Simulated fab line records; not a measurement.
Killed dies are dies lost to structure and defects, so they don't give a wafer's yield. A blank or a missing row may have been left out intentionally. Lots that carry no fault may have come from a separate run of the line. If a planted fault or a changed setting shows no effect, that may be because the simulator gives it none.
Split-lot experiment -- flow n5Finfet -- 39 wafers read from 7 lots, route of 1938 steps

THE SPLIT ITSELF
At N5_ZERO_LAYER_ETCH_18 (etches Si in HBr/Cl2, target depth 120 nm, time 40 s), the setting targetDepthA was moved away from the recipe's 1200 angstrom on 6 of the 39 wafers read, by +35.9% to +49.6%. This setting was run at the recipe's value on the other wafers.

The reading is taken at the split's own step.

THE READING
coat_of_ZERO_LAYER_COAT_05.thkNm (the simulator's own value, which no gauge read), in nm, at N5_ZERO_LAYER_ETCH_18 (etches Si in HBr/Cl2, target depth 120 nm, time 40 s). The file does not state a usual value for it. Here, 33 wafers ran the recipe; their average is 931.2 nm with a standard deviation of 2.9 nm.

wafer,"tool, chamber at the split","targetDepthA as run, angstrom",against the recipe,"coat_of_ZERO_LAYER_COAT_05.thkNm, nm",against lot-mates on the recipe
L082.2,"rieSi-02, 3",1200,recipe,935.4,-
L082.3,"rieSi-02, 1",1200,recipe,934.5,-
L082.6,"rieSi-02, 0",1200,recipe,931.9,-
L086.1,"rieSi-04, 2",1200,recipe,933.3,-
L086.2,"rieSi-04, 1",1200,recipe,928.9,-
L086.3,"rieSi-04, 0",1200,recipe,929.6,-
L086.4,"rieSi-04, 3",1200,recipe,930.6,-
L086.5,"rieSi-04, 1",1200,recipe,929.7,-
L086.6,"rieSi-04, 0",1200,recipe,927.1,-
L089.1,"rieSi-02, 2",1631,+35.9%,918.8,-14.9
L089.2,"rieSi-02, 3",1200,recipe,935.4,-
L089.3,"rieSi-02, 1",1200,recipe,931.8,-
L089.4,"rieSi-02, 0",1200,recipe,933.8,-
L089.5,"rieSi-02, 2",1631,+35.9%,920.7,-13.0
L089.6,"rieSi-02, 3",1631,+35.9%,922,-11.7
L092.1,"rieSi-02, 3",1200,recipe,928.3,-
L092.2,"rieSi-02, 2",1795,+49.6%,908.4,-20.9
L092.3,"rieSi-02, 1",1200,recipe,930.8,-
L092.4,"rieSi-02, 0",1200,recipe,928.7,-
L092.5,"rieSi-02, 3",1795,+49.6%,912.3,-17.0
L092.6,"rieSi-02, 2",1795,+49.6%,908.6,-20.7
L093.1,"rieSi-01, 2",1200,recipe,935.5,-
L093.2,"rieSi-01, 1",1200,recipe,935,-
L093.3,"rieSi-01, 0",1200,recipe,933.2,-
L093.4,"rieSi-01, 3",1200,recipe,934.6,-
L093.5,"rieSi-01, 3",1200,recipe,931.6,-
L093.6,"rieSi-01, 2",1200,recipe,936.6,-
L094.1,"rieSi-04, 2",1200,recipe,930.2,-
L094.2,"rieSi-04, 1",1200,recipe,925,-
L094.3,"rieSi-04, 3",1200,recipe,926.6,-
L094.4,"rieSi-04, 0",1200,recipe,930.1,-
L094.5,"rieSi-04, 3",1200,recipe,930.6,-
L094.6,"rieSi-04, 2",1200,recipe,928.5,-
L097.1,"rieSi-02, 3",1200,recipe,928.6,-
L097.2,"rieSi-02, 1",1200,recipe,930.1,-
L097.3,"rieSi-02, 2",1200,recipe,930.1,-
L097.4,"rieSi-02, 0",1200,recipe,931.2,-
L097.5,"rieSi-02, 3",1200,recipe,934.2,-
L097.6,"rieSi-02, 2",1200,recipe,927.9,-

THE FIT
A straight line over all 39 wafers: coat_of_ZERO_LAYER_COAT_05.thkNm changes by -0.388 nm for each +1% of targetDepthA; r = -0.90; the points scatter about the line by 3 nm.
The same after taking each lot's own level away (the mean of its wafers on the recipe; 39 wafers): -0.384 nm for each +1%; r = -0.96; scatter 1.8 nm.
Per that fit: largest targetDepthA move, reading shift of 19 nm.
Measured against the standard deviation above, the lots' own levels, which go from 928.50 to 934.42 nm, span 2.0 times it.
So the lot-to-lot level changes the slope little: the two slopes agree.
Check: for one of the wafers moved furthest among these (+49.6%), held out of the fit, the line's prediction against its lot-mates is -18.5 nm. It came out at -20.9 nm against them.

THE WHOLE CHAIN: every reading that the file lists as answering this split, in the file's order
step,what it does,reading,change (the file's fit),r (the file's)
N5_ZERO_LAYER_ETCH_18,"etches Si in HBr/Cl2, target depth 120 nm, time 40 s","ZERO_LAYER.featureDepthNm (the simulator's own value, which no gauge read)",+1.25 nm for each +1% of the setting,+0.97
N5_ZERO_LAYER_ETCH_18,"etches Si in HBr/Cl2, target depth 120 nm, time 40 s","etch.depthNm (the simulator's own value, which no gauge read)",+1.25 nm for each +1% of the setting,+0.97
N5_ZERO_LAYER_ETCH_18,"etches Si in HBr/Cl2, target depth 120 nm, time 40 s","coat_of_ZERO_LAYER_COAT_05.thkNm (the simulator's own value, which no gauge read)",-0.384 nm for each +1% of the setting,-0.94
N5_ZERO_LAYER_STRIP_24,strips in O2,stripTimeToEndpointS,withheld for each +1% of the setting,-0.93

FILE'S OWN FIT
coat_of_ZERO_LAYER_COAT_05.thkNm changes by -0.384 nm for each +1% of targetDepthA, r = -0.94.
